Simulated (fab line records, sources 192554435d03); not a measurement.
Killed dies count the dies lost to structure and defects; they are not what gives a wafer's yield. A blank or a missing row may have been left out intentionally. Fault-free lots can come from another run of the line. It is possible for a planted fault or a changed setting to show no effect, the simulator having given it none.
fab line records | flow n5Finfet
[record] lots = 7 wafers = 39
route steps=1938 shown FIN_SAQP@110 SD_EPI_N@288 SD_ACTIVATION@330 BEOL_M0_SAQP@635 BEOL_M2@887 BEOL_M4@1083 BEOL_M7@1299
startH: start of the lot's first displayed wafer, in hours after the record's first day | waitH: hours since the lot's step before | " same as the row above | L1.1+2: several wafers, shown together as one row | - no value, or no start given | * or withheld: withheld | < > ~ a bound
route shown NAME@n: NAME is a module with steps in the file, n the number in the route of the first one | usual: the fault-free wafers' mean and standard deviation | same: alike in all rows | chamber/n: place in a boat | sites: each site's reading | _std_site: the values' standard deviation | _edge_site: the outer-site mean with the inner-site mean subtracted | radiusMm: for every site, how far away it sits from the centre of the wafer | mask NAME#n: copy n | behind: the most recent tool/chamber to have shaped the wafer | hold: cause of the lot's hold/its duration in hours/its outcome | device: whichever transistor did not switch (one of n, p or np) | end of line: the route-end tests of the same wafers | for a step that has no rows: nothing shown but its recipe | killed: the dies lost at the first sort to structure and to defects; this is not the yield of the wafer | map: dies across one wafer; x = killed, . = not, _ = none there
set.NAME: the run value of the setting; set.NAME@STEP: its run value at that earlier step | model.NAME: the simulator's own value behind a step, which no gauge read
one table per step and one row per wafer, for lots whose settings were changed on purpose
[[steps]]
[step N5_FIN_SAQP_DEVELOP_15]
[recipe] developTimeS = 30 developer = TMAH resist = CAR-ArF devTempC = 23 rinseLiquid = diw dry = airSpin
// columns lot.wafer tool chamber startH waitH set.developTimeS
L079.2+4+5 lithoTrack-02 0 - - 30
L082.1+2+5 lithoTrack-01 0 - - 30
L082.3+4+6 " 0 " " 45.44
L086.1+3+4 lithoTrack-03 0 - - 35.9
L086.2+5+6 " 0 " " 30
L087.1+3+5 lithoTrack-01 0 - - 12.44
L087.2+4+6 " 0 " " 30
L089.1+2+3+4+5+6 lithoTrack-01 0 - - 30
L090.1+2+5 lithoTrack-01 0 - - 22.95
L090.3+4+6 " 0 " " 30
L092.1+2+6 lithoTrack-01 0 - - 12.59
L092.3+4+5 " 0 " " 30
[step N5_FIN_SAQP_CD_MEAS_16]
[recipe] targetCdNm = 35.6 landingEnergyEv = 500 detector = seInlens
[usual] cdNm = 35.6/0.35
// columns lot.wafer tool chamber startH waitH set.developTimeS@FIN_SAQP_DEVELOP_15 cdNm
L079.2 cdSem-03 0 51.86 - 30 36.0
L079.4 " 0 " " 30 35.7
L079.5 " 0 " " 30 35.7
L082.1 cdSem-02 0 70.70 - 30 35.8
L082.2 " 0 " " 30 35.5
L082.3 " 0 " " 45.44 35.0
L082.4 " 0 " " 45.44 34.5
L082.5 " 0 " " 30 35.9
L082.6 " 0 " " 45.44 34.4
L086.1 cdSem-01 0 96.50 - 35.9 35.0
L086.2 " 0 " " 30 35.1
L086.3 " 0 " " 35.9 34.9
L086.4 " 0 " " 35.9 35.4
L086.5 " 0 " " 30 35.6
L086.6 " 0 " " 30 35.5
L087.1 cdSem-02 0 100.49 - 12.44 37.7
L087.2 " 0 " " 30 35.9
L087.3 " 0 " " 12.44 37.3
L087.4 " 0 " " 30 36.0
L087.5 " 0 " " 12.44 37.1
L087.6 " 0 " " 30 36.1
L089.1 cdSem-03 0 113.76 - 30 36.0
L089.2 " 0 " " 30 36.1
L089.3 " 0 " " 30 36.0
L089.4 " 0 " " 30 36.1
L089.5 " 0 " " 30 35.8
L089.6 " 0 " " 30 36.0
L090.1 cdSem-01 0 118.34 - 22.95 36.2
L090.2 " 0 " " 22.95 36.1
L090.3 " 0 " " 30 35.8
L090.4 " 0 " " 30 35.6
L090.5 " 0 " " 22.95 35.3
L090.6 " 0 " " 30 35.6
L092.1 cdSem-01 0 130.63 - 12.59 37.4
L092.2 " 0 " " 12.59 38.1
L092.3 " 0 " " 30 35.9
L092.4 " 0 " " 30 36.4
L092.5 " 0 " " 30 36.0
L092.6 " 0 " " 12.59 38.1
[step N5_SD_EPI_N_EPI_21]
[recipe] material = Si:P dopant = P tempC = 680 pressureTorr = 255 timeS = 690
// columns lot.wafer tool chamber startH waitH set.timeS model.Si-P_of_SD_EPI_N_EPI_21.thkNm
L079.2+5 epiRpcvd-02 0 88.06 0.4 690 58.4
L079.4 " 0 " " 690 59
L082.1 epiRpcvd-03 0 102.53 0.1 572.4 51.2
L082.2 " 0 " " 572.4 51.6
L082.3 " 0 " " 690 58.8
L082.4 " 0 " " 690 58.2
L082.5 " 0 " " 690 58.4
L082.6 " 0 " " 572.4 52.2
L086.1 epiRpcvd-01 0 127.62 0.1 444.4 41
L086.2 " 0 " " 690 59
L086.3 " 0 " " 444.4 41.4
L086.4+6 " 0 " " 690 59.2
L086.5 " 0 " " 444.4 41.2
L087.1 epiRpcvd-02 0 130.38 0.1 903.1 70
L087.2 " 0 " " 903.1 69.8
L087.3 " 0 " " 690 57.8
L087.4 " 0 " " 690 58
L087.5 " 0 " " 903.1 70.6
L087.6 " 0 " " 690 58.2
L089.1 epiRpcvd-03 0 146.99 0.2 880.5 71
L089.2 " 0 " " 690 59.4
L089.3 " 0 " " 690 58.6
L089.4 " 0 " " 690 58.8
L089.5 " 0 " " 880.5 71.2
L089.6 " 0 " " 880.5 70.4
L090.1 epiRpcvd-01 0 148.94 0.1 411.1 38
L090.2 " 0 " " 690 60
L090.3 " 0 " " 411.1 38.8
L090.4 " 0 " " 690 59.6
L090.5 " 0 " " 690 59.2
L090.6 " 0 " " 411.1 38.6
L092.1+2+3+4+6 epiRpcvd-02 0 160.31 0.2 690 58.4
L092.5 " 0 161.80 1.5 690 58.6
[step N5_SD_EPI_N_EPI_MEAS_23]
[recipe] mode = xrd
[usual] thkNm = 58.9/1.1
// columns lot.wafer tool chamber startH waitH set.timeS@SD_EPI_N_EPI_21 thkNm
L079.2 filmMetro-02 - 89.50 1.2 690 59.8
L079.4 " - " " 690 58.5
L079.5 " - " " 690 59.2
L082.1 filmMetro-01 - 104.24 1.5 572.4 50.9
L082.2 " - " " 572.4 51.6
L082.3 " - " " 690 58.9
L082.4 " - " " 690 59.7
L082.5 " - " " 690 57.7
L082.6 " - " " 572.4 51.5
L086.1 filmMetro-01 - 129.34 1.5 444.4 40.0
L086.2 " - " " 690 58.1
L086.3 " - " " 444.4 40.1
L086.4 " - " " 690 60.4
L086.5 " - " " 444.4 39.7
L086.6 " - " " 690 61.0
L087.1 filmMetro-02 - 132.10 1.4 903.1 70.8
L087.2 " - " " 903.1 70.2
L087.3 " - " " 690 56.5
L087.4 " - " " 690 58.9
L087.5 " - " " 903.1 70.9
L087.6 " - " " 690 59.1
L089.1 filmMetro-01 - 149.27 1.9 880.5 72.8
L089.2 " - " " 690 58.5
L089.3 " - " " 690 58.0
L089.4 " - " " 690 59.8
L089.5 " - " " 880.5 71.9
L089.6 " - " " 880.5 68.7
L090.1 filmMetro-02 - 150.66 1.5 411.1 36.8
L090.2 " - " " 690 58.4
L090.3 " - " " 411.1 38.2
L090.4 " - " " 690 60.5
L090.5 " - " " 690 59.1
L090.6 " - " " 411.1 39.0
L092.1 filmMetro-01 - 162.58 1.9 690 59.2
L092.2 " - " " 690 59.5
L092.3 " - " " 690 59.7
L092.4 " - " " 690 59.1
L092.5 " - " " 690 58.7
L092.6 " - " " 690 59.7
[step N5_SD_EPI_N_PRECLEAN_24]
[recipe] chemistry = O3/DIW timeS = 60 tempC = 22 o3Ppm = 10
[step N5_SD_EPI_N_SRD_25]
[recipe] timeS = 30 tempC = 23 rinseLiquid = diw dry = ipaMarangoni
[step N5_SD_ACTIVATION_RTA_00]
[recipe] tempC = 975 timeS = 0 ambient = N2 idleTempC = 600 rampUpCPerS = 150 rampDownCPerS = 60 coolToC = 600
[step N5_SD_ACTIVATION_LSA_01]
[recipe] tempC = 1080 timeS = 0.0008 ambient = N2
[step N5_SD_ACTIVATION_RS_MEAS_03]
[recipe] thkMeasGauge = four-point-probe
[usual] RS_SD_N = 22.0/0.3 RS_SD_P = 56.3/0.99
// columns lot.wafer tool chamber startH waitH set.timeS@SD_EPI_N_EPI_21 RS_SD_N[ohm/sq] RS_SD_P[ohm/sq]
L079.2 filmMetro-01 - 94.76 0.2 690 22.2 54.8
L079.4 " - " " 690 22.1 54.2
L079.5 " - " " 690 22.4 54.5
L082.1 filmMetro-01 - 110.07 0.2 572.4 25.6 58.1
L082.2 " - " " 572.4 24.9 57.1
L082.3 " - " " 690 22.0 57.7
L082.4 " - " " 690 22.1 57.6
L082.5 " - " " 690 22.0 57.9
L082.6 " - " " 572.4 24.7 57.3
L086.1 filmMetro-02 - 135.66 0.2 444.4 31.5 55.9
L086.2 " - " " 690 22.0 55.6
L086.3 " - " " 444.4 31.1 56.4
L086.4 " - " " 690 21.9 55.4
L086.5 " - " " 444.4 31.5 55.4
L086.6 " - " " 690 21.9 55.4
L087.1 filmMetro-01 - 137.77 0.2 903.1 18.4 55.4
L087.2 " - " " 903.1 18.5 55.8
L087.3 " - " " 690 22.5 55.4
L087.4 " - " " 690 22.3 55.3
L087.5 " - " " 903.1 18.2 56.4
L087.6 " - " " 690 22.2 55.8
L089.1 filmMetro-01 - 155.34 0.2 880.5 18.0 54.8
L089.2 " - " " 690 21.7 55.3
L089.3 " - " " 690 21.8 54.3
L089.4 " - " " 690 21.8 53.7
L089.5 " - " " 880.5 17.8 54.1
L089.6 " - " " 880.5 18.3 54.3
L090.1 filmMetro-01 - 156.07 0.2 411.1 33.9 55.5
L090.2 " - " " 690 21.5 56.8
L090.3 " - " " 411.1 33.3 57.0
L090.4 " - " " 690 21.7 57.1
L090.5 " - " " 690 21.7 56.7
L090.6 " - " " 411.1 33.2 56.4
L092.1 filmMetro-02 - 168.99 0.2 690 22.5 55.4
L092.2 " - " " 690 22.2 55.4
L092.3 " - " " 690 22.1 55.5
L092.4 " - " " 690 22.1 56.0
L092.5 " - " " 690 22.1 56.7
L092.6 " - " " 690 22.2 55.6
[step N5_BEOL_M0_SAQP_PECVD_03]
[recipe] material = SiCN targetThkA = 120 tempC = withheld precursor = 3MS/NH3 pressureTorr = 3 rfW = 202 timeS = 21.1
// columns lot.wafer tool chamber startH waitH set.timeS model.SiCN_of_BEOL_M0_SAQP_PECVD_03.thkNm
L079.2 pecvd-01 1 145.89 0.1 21.1 11.8
L079.4 " 2 " " 21.1 12
L079.5 " 2 " " 21.1 12.2
L082.1+4+5 pecvd-01 0,1,0 155.94 0.1 21.1 12
L082.2 " 1 " " 25.27 14.4
L082.3 " 2 " " 25.27 14.2
L082.6 " 2 " " 25.27 14.6
L086.1 pecvd-02 0 180.75 0.1 28.61 15.8
L086.2+5 " 2,1 " " 21.1 12
L086.3+6 " 1,0 " " 28.61 16.4
L086.4 " 2 " " 21.1 12.2
L087.1 pecvd-02 0 182.92 0.1 21.1 11.6
L087.2 " 1 " " 10.58 6
L087.3 " 2 " " 10.58 5.8
L087.4 " 0 " " 21.1 11.8
L087.5 " 2 " " 10.58 6.2
L087.6 " 1 " " 21.1 12
L089.1+4 pecvd-02 0 200.95 0.1 21.1 11.8
L089.2+3+5 " 1,2,1 " " 21.1 12
L089.6 " 2 " " 21.1 12.2
L090.1 pecvd-04 1 204.86 0.1 21.1 11.8
L090.2+4 " 0 " " 9.227 5.2
L090.3+5 " 2,1 " " 21.1 12
L090.6 " 2 " " 9.227 5.4
L092.1+6 pecvd-01 0 213.70 0.1 21.1 12.2
L092.2+3 " 1,2 " " 9.21 5.4
L092.4 " 2 " " 9.21 5.6
L092.5 " 1 " " 21.1 12.4
[step N5_BEOL_M2_VIA_ETCH_34]
[recipe] chemistry = C4F6/O2 targetDepthA = 694 maskMaterial = SOC pressureMtorr = 15 ionEnergyEv = 250 taperDeg = 4 timeS = 65.9 sourceW = 350 biasW = 170 Ar_flow_sccm = 300 C4F6_flow_sccm = 10 O2_flow_sccm = 10
// columns lot.wafer tool chamber startH waitH set.targetDepthA model.etch.depthNm model.SOC_of_BEOL_M2_COAT_67.thkNm
L079.2 rieDiel-05 0 177.70 0.0 694 69 51.6
L079.4 " 2 " " 694 71.95 51.2
L079.5 " 1 " " 694 70.75 51.4
L082.1 rieDiel-01 0 213.44 0.0 694 68.23 52
L082.2 " 1 " " 1017 105.3 47.6
L082.3 " 3 " " 1017 100.7 48.2
L082.4 " 2 " " 694 68.62 52.2
L082.5 " 2 " " 1017 100.4 48.4
L082.6 " 3 " " 694 68.36 52
L087.1 rieDiel-03 0 262.27 0.0 446.4 44.08 54.8
L087.2 " 1 " " 694 68.62 52
L087.3 " 2 " " 694 71.09 51.8
L087.4 " 3 " " 694 69.88 51.8
L087.5 " 1 " " 446.4 44.18 54.8
L087.6 " 0 " " 446.4 44.39 55
L086.1 rieDiel-05 1 262.54 0.0 694 70.06 51.4
L086.2 " 0 " " 694 69.3 51.8
L086.3 " 2 " " 694 71.14 51.2
L086.4 " 3 " " 694 68.4 51.6
L086.5 " 3 " " 694 68.77 51.6
L086.6 " 0 " " 694 69.42 51.8
L089.1 rieDiel-05 1 265.95 0.0 813.9 81.8 50.2
L089.2 " 0 " " 813.9 81.04 50.4
L089.3 " 2 " " 694 71.28 51.6
L089.4 " 3 " " 813.9 80.09 50.4
L089.5 " 3 " " 694 68.58 51.6
L089.6 " 0 " " 694 68.99 52.2
L090.1 rieDiel-01 3 268.90 0.0 841.6 83.09 50.4
L090.2 " 0 " " 841.6 82.48 50.2
L090.3 " 1 " " 694 71.33 51.8
L090.4 " 2 " " 841.6 83.15 50.4
L090.5 " 3 " " 694 68.78 52
L090.6 " 0 " " 694 67.66 52
L092.1 rieDiel-01 2 276.90 0.0 492.7 47.57 54.4
L092.2 " 1 " " 694 70.23 51.6
L092.3 " 3 " " 492.7 47.88 54.2
L092.4 " 0 " " 694 66.76 52.2
L092.5 " 1 " " 492.7 49.32 54.2
L092.6 " 2 " " 694 67.23 52.4
[step N5_BEOL_M4_CVD_47]
[recipe] material = Co targetThkA = 30 tempC = withheld precursor = CCTBA/H2 pressureTorr = 30 timeS = 223.8
// columns lot.wafer tool chamber startH waitH set.targetThkA model.Co_of_BEOL_M4_CVD_47.thkNm
L079.2+5 cvdCo-01 0,1 259.45 0.0 30 3
L079.4 " 2 " " 30 2.8
L082.1+3 cvdCo-01 1,2 273.29 0.1 30 2.8
L082.2+4+5+6 " 0,1,2,0 " " 30 3
L087.1+4+6 cvdCo-02 1,0,1 292.96 0.6 30 3.2
L087.2+3+5 " 2,0,2 " " 30 3
L086.1+5 cvdCo-01 1 297.01 0.1 13.86 1.4
L086.2+3+4 " 2,0,0 " " 30 3
L086.6 " 2 " " 13.86 1.2
L089.1+3 cvdCo-02 2,1 306.72 0.1 30 3
L089.2+6 " 0 " " 36.36 3.8
L089.4 " 2 " " 36.36 3.6
L089.5 " 1 " " 30 3.2
L090.1+4+6 cvdCo-02 0,0,1 311.41 0.3 23.94 2.2
L090.2+3+5 " 1,2,2 " " 30 2.8
L092.1+2+6 cvdCo-02 0,2,2 336.22 0.0 30 3
L092.3+4+5 " 0,2,0 " " 47.77 4.8
[step N5_BEOL_M7_DESCUM_33]
[recipe] chemistry = O2 timeS = 7 sourcePowerW = 50 biasPowerW = 20 pressureMtorr = 20 rfFrequencyHz = 2.712e+07 tempC = 40 resist = CAR-EUV o2FlowSccm = 225
// columns lot.wafer tool chamber startH waitH set.timeS model.CAR-EUV_of_BEOL_M7_COAT_22.thkNm
L079.2+4+5 rieDiel-06 2,0,0 287.18 0.0 7 26
L082.1 rieDiel-04 2 301.75 0.3 7 26.2
L082.2+3+4 " 0,1,0 " " 5.068 27
L082.5+6 " 2,1 " " 7 26
L087.1+3+6 rieDiel-06 3,1,3 326.16 0.8 7 26.2
L087.2+5 " 0,1 " " 10.08 24.6
L087.4 " 0 " " 10.08 24.8
L086.1+2+3+5+6 rieDiel-06 1,0,3,3,1 328.87 0.0 7 26.2
L086.4 " 0 " " 7 26.4
L089.1+5 rieDiel-06 0 336.52 1.1 4.428 27.6
L089.2 " 3 " " 4.428 27.4
L089.3+4+6 " 1,3,1 " " 7 26.2
L090.1+5 rieDiel-04 3,0 343.65 1.0 8.228 25.2
L090.2 " 2 " " 8.228 25.4
L090.3+4 " 1,0 " " 7 26
L090.6 " 1 " " 7 25.8
L092.1+6 rieDiel-06 1,3 366.89 0.0 7 26
L092.2+3+5 " 2,3,2 " " 3.95 27.6
L092.4 " 0 " " 7 26.2
[step N5_BEOL_M7_ETCH_72]
[recipe] chemistry = N2/H2 target = underlayer targetDepthA = 65 maskMaterial = CAR-EUV timeS = 5.2 ionEnergyEv = 200 pressureMtorr = 30 sourceW = 840 biasW = 150 n2FlowSccm = 200 h2FlowSccm = 200 ends = cleared
// columns lot.wafer tool chamber startH waitH set.timeS@BEOL_M7_DESCUM_33 model.CAR-EUV_of_BEOL_M7_COAT_22.thkNm
L079.2 rieDiel-06 2 287.21 0.0 7 20.2
L079.4+5 " 0 " " 7 20.4
L082.1+5+6 rieDiel-04 2,2,1 301.78 0.0 7 20.4
L082.2+3+4 " 0,1,0 " " 5.068 21.2
L087.1 rieDiel-06 3 326.19 0.0 7 20.6
L087.2+4 " 0 " " 10.08 19
L087.3+6 " 1,3 " " 7 20.4
L087.5 " 1 " " 10.08 18.8
L086.1+3+6 rieDiel-06 1,3,1 328.91 0.0 7 20.4
L086.2+4+5 " 0,0,3 " " 7 20.6
L089.1 rieDiel-06 0 336.56 0.0 4.428 22
L089.2+5 " 3,0 " " 4.428 21.8
L089.3+6 " 1 " " 7 20.4
L089.4 " 3 " " 7 20.6
L090.1+2+5 rieDiel-04 3,2,0 343.69 0.0 8.228 19.6
L090.3+4+6 " 1,0,1 " " 7 20.2
L092.1 rieDiel-06 1 366.92 0.0 7 20.2
L092.2+3+5 " 2,3,2 " " 3.95 21.8
L092.4+6 " 0,3 " " 7 20.4
[[key]]
[split] step = N5_FIN_SAQP_DEVELOP_15 setting = developTimeS stated = 30 by = wafer
[response] step = N5_FIN_SAQP_CD_MEAS_16 reading = cdNm change = -0.0242 per = 1% r = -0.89
[split] step = N5_SD_EPI_N_EPI_21 setting = timeS stated = 690 by = wafer
[response] step = N5_SD_EPI_N_EPI_21 reading = model.Si-P_of_SD_EPI_N_EPI_21.thkNm change = +0.471 per = 1% r = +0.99
[response] step = N5_SD_EPI_N_EPI_MEAS_23 reading = thkNm change = * per = 1% r = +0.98
[response] step = N5_SD_ACTIVATION_RS_MEAS_03 reading = RS_SD_N change = -0.222 per = 1% r = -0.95
[split] step = N5_BEOL_M0_SAQP_PECVD_03 setting = timeS stated = 21.1 by = wafer
[response] step = N5_BEOL_M0_SAQP_PECVD_03 reading = model.SiCN_of_BEOL_M0_SAQP_PECVD_03.thkNm change = +0.118 per = 1% r = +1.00
[split] step = N5_BEOL_M2_VIA_ETCH_34 setting = targetDepthA stated = 694 by = wafer
[response] step = N5_BEOL_M2_VIA_ETCH_34 reading = model.etch.depthNm change = +0.705 per = 1% r = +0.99
[response] step = N5_BEOL_M2_VIA_ETCH_34 reading = model.SOC_of_BEOL_M2_COAT_67.thkNm change = -0.0828 per = 1% r = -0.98
[split] step = N5_BEOL_M4_CVD_47 setting = targetThkA stated = 30 by = wafer
[response] step = N5_BEOL_M4_CVD_47 reading = model.Co_of_BEOL_M4_CVD_47.thkNm change = +0.0307 per = 1% r = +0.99
[split] step = N5_BEOL_M7_DESCUM_33 setting = timeS stated = 7 by = wafer
[response] step = N5_BEOL_M7_DESCUM_33 reading = model.CAR-EUV_of_BEOL_M7_COAT_22.thkNm change = -0.0353 per = 1% r = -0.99
[response] step = N5_BEOL_M7_ETCH_72 reading = model.CAR-EUV_of_BEOL_M7_COAT_22.thkNm change = -0.0344 per = 1% r = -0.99
